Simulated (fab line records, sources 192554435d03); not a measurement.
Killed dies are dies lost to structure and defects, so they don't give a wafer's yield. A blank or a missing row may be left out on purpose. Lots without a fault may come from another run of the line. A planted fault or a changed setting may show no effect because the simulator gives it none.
Chamber matching | flow n5_finfet | N5_SDB_HM_DEP_00 on pecvd-03: 3 sister chambers
The step deposits SiNx from SiH4/NH3/N2, target thk 40 nm, time 35.3 s. 6 wafers are shown with their chamber, then 8 later ones without.

WAFERS WITH THEIR CHAMBER
wafer  | chamber | throttle_valve_pct (%) | showerhead_plenum_p_Torr (Torr)
L084.1 | 0       | 39.4                   | 5.15
L084.2 | 1       | 43.0                   | 5.08
L087.3 | 1       | 42.9                   | 5.09
L087.4 | 2       | 35.2                   | 5.12
L087.5 | 0       | 39.5                   | 5.15
L091.1 | 2       | 35.4                   | 5.12

WAFERS WITHOUT THEIR CHAMBER
wafer  | throttle_valve_pct (%) | showerhead_plenum_p_Torr (Torr)
L091.3 | 39.5                   | 5.16
L091.6 | 35.4                   | 5.12
L093.3 | 43.3                   | 5.08
L093.4 | 39.7                   | 5.15
L093.5 | 42.7                   | 5.09
L096.1 | 35.3                   | 5.10
L096.2 | 39.6                   | 5.16
L096.6 | 35.5                   | 5.12

WHICH CHAMBER EACH WENT THROUGH
wafer  | from the rows above | in truth
L091.3 | 0                   | 0
L091.6 | 2                   | 2
L093.3 | 1                   | 1
L093.4 | 0                   | 0
L093.5 | 1                   | 1
L096.1 | 2                   | 2
L096.2 | 0                   | 0
L096.6 | 2                   | 2
Placed correctly: 8 of 8. Can't be placed from these rows: 0. Placed wrongly: 0.
How it was worked out, from the rows above alone: a wafer's distance from a chamber is the root of the sum, over the readings, of the square of ((its reading less the chamber's mean) divided by the reading's scatter). The wafer belongs to the nearest chamber; if the next one is less than 2 further off, it can't be placed. A chamber's mean is the mean of its shown wafers. The scatter: the root of (the sum of the squares of (reading less its chamber's mean) over the shown wafers, divided by (wafers less chambers)).
